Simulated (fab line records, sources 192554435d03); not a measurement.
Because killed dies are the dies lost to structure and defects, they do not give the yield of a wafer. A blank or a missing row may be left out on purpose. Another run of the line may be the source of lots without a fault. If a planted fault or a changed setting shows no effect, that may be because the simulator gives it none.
Chamber matching ; flow n5Finfet ; N5_BEOL_M0_SAQP_ETCH_88 on rieDiel-06: 4 sister chambers
The step etches underlayer in N2/H2, target depth 6.5 nm, time 5.2 s. 8 wafers are shown with their chamber, then 8 later ones without.

== WAFERS PAIRED WITH THEIR CHAMBERS ==
wafer;chamber;showerheadPlenumPTorr (Torr);rfVppV (V)
L088.1;0;2.42;522
L088.2;2;2.50;523
L091.3;1;2.70;528
L091.4;3;2.64;527
L093.2;2;2.50;521
L093.4;1;2.70;527
L093.6;3;2.64;527
L095.1;0;2.41;521

== WAFERS WHOSE CHAMBER IS MISSING ==
wafer;showerheadPlenumPTorr (Torr);rfVppV (V)
L095.3;2.64;527
L095.4;2.50;522
L096.1;2.50;520
L096.2;2.41;520
L096.3;2.64;525
L097.1;2.69;528
L097.4;2.64;527
L097.5;2.64;526

== CHAMBER TAKEN BY EACH ==
wafer;from the rows above;in truth
L095.3;3;3
L095.4;2;2
L096.1;2;2
L096.2;0;0
L096.3;3;3
L097.1;1;1
L097.4;3;3
L097.5;3;3
Correct placement for 8 of the 8. Number that these rows cannot place: 0. Placed wrongly: 0.
How it was worked out, from the rows above alone: a wafer's distance from a chamber is the root of the sum, over the readings, of the square of ((its reading less the chamber's mean) divided by the reading's scatter). The wafer belongs to the nearest chamber; if the next one is less than 2 further off, it can't be placed. A chamber's mean is the mean of its shown wafers. The scatter: the root of (the sum of the squares of (reading less its chamber's mean) over the shown wafers, divided by (wafers less chambers)).
